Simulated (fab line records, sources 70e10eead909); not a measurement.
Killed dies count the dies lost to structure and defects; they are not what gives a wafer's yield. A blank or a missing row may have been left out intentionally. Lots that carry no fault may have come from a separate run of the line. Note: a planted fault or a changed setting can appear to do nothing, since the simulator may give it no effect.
Comparing a struck lot with a sound one / flow nand-harc / 14 steps out of a route of 1159
Sound: wafers L177.4, L177.5, L177.6. Struck: wafer L187.6 (left out: L187.2, L187.5 of the same lot, which were not struck); the cause appears at the end.
Each step with rows lists, per side, the tool, then ch with its chambers, then its first start. Under that, the readings that differ: sound wafers / struck wafers / difference of the means / sigmas: that difference in standard deviations of wafers without a fault.
alike: words and numbers the same on both sides, and readings whose means are apart by under 2 such deviations; not compared: readings that were withheld, readings missing a value for some wafer, numbers with overlapping values and no deviation given by the record, and bounds like >300 which may hide the same value.
Wherever a step has rows on one side only, a row that says differs or no value, or a row with sigmas, the two part there. Numbers that don't overlap but have no deviation are shown without sigmas and don't part them. Lack of a reading on every wafer of one side parts them only where that side has two or more wafers.

first, 7 steps without rows for these wafers: NHARC_A_SGD_CUT_COAT_57 (time 65 s); NHARC_A_SGD_CUT_COAT_03 (resist thk 90 nm); NHARC_A_SGD_CUT_SOFTBAKE_04 (time 55 s); NHARC_A_SGD_CUT_EBR_05; NHARC_A_SGD_CUT_EXPOSE_06 (exposes mask SGD); NHARC_A_SGD_CUT_PEB_07 (peb time 65 s); NHARC_A_SGD_CUT_DEVELOP_08 (develop time 35 s).
NHARC_A_SGD_CUT_CD_MEAS_09: the cd target is 100 nm.
  sound on cd-sem-02 ch 0, day 16 14:28; struck on cd-sem-01 ch 0, day 18 20:10
  alike: cd-nm
NHARC_A_SGD_CUT_OVL_MEAS_10:
  sound on overlay-01 at day 16 14:32; struck on overlay-02 at day 18 20:16
  alike: overlay-x-nm, overlay-y-nm
NHARC_A_SGD_CUT_INSPECT_11:
  sound on defect-inspect-02 at day 16 14:35; struck on defect-inspect-02 at day 18 20:18
reading=raw-defect-count; sound=8 6 15; struck=41; difference=+31; sigmas=+3
NHARC_A_SGD_CUT_DESCUM_14: chemistry O2, time 3 s.
  sound on rie-diel-02 ch 0,1,3, day 16 14:40; struck on rie-diel-02 ch 1, day 18 20:22
  alike: drypump-motor-current-A, oes-product-au, rf-vpp-V, showerhead-plenum-p-Torr, throttle-valve-pct
  not compared: rf-hours-counter-h
NHARC_A_SGD_CUT_ETCH_58: etches the open film in CF4, target depth 39 nm, time 65 s.
  sound on rie-diel-02 ch 2,3, day 16 14:43; struck on rie-diel-02 ch 1, day 18 20:28
reading=oes-product-au (a.u.); sound=1.015 1.012 1.011; struck=0.995; difference=-0.018; sigmas=-2
  alike: drypump-motor-current-A, rf-vpp-V, showerhead-plenum-p-Torr, throttle-valve-pct
  not compared: rf-hours-counter-h
NHARC_A_SGD_CUT_ETCH_59: etches the open film in N2/H2, target depth 260 nm, time 406.25 s.
  sound on rie-diel-02 ch 0,1,3, day 16 14:52; struck on rie-diel-02 ch 1, day 18 20:38
reading=oes-product-au (a.u.); sound=1.001 1.007 0.993; struck=0.845; difference=-0.155; sigmas=-22
  alike: drypump-motor-current-A, rf-vpp-V, showerhead-plenum-p-Torr, throttle-valve-pct
  not compared: rf-hours-counter-h
NHARC_A_SGD_CUT_ETCH_15: etches the open film in CH3F/O2, target depth 75 nm, time 64.3 s.
  sound: rie-diel-02 ch 0,1; struck: rie-diel-02 ch 0
  alike: drypump-motor-current-A, oes-product-au, rf-vpp-V, showerhead-plenum-p-Torr, throttle-valve-pct
  not compared: rf-hours-counter-h

== WHERE THEY PART ==
At NHARC_A_SGD_CUT_INSPECT_11 first; at NHARC_A_SGD_CUT_ETCH_59 last (within this record only). Later steps at which nothing parts them and some readings are alike: NHARC_A_SGD_CUT_ETCH_15.

WHY: what had been put in by the simulator
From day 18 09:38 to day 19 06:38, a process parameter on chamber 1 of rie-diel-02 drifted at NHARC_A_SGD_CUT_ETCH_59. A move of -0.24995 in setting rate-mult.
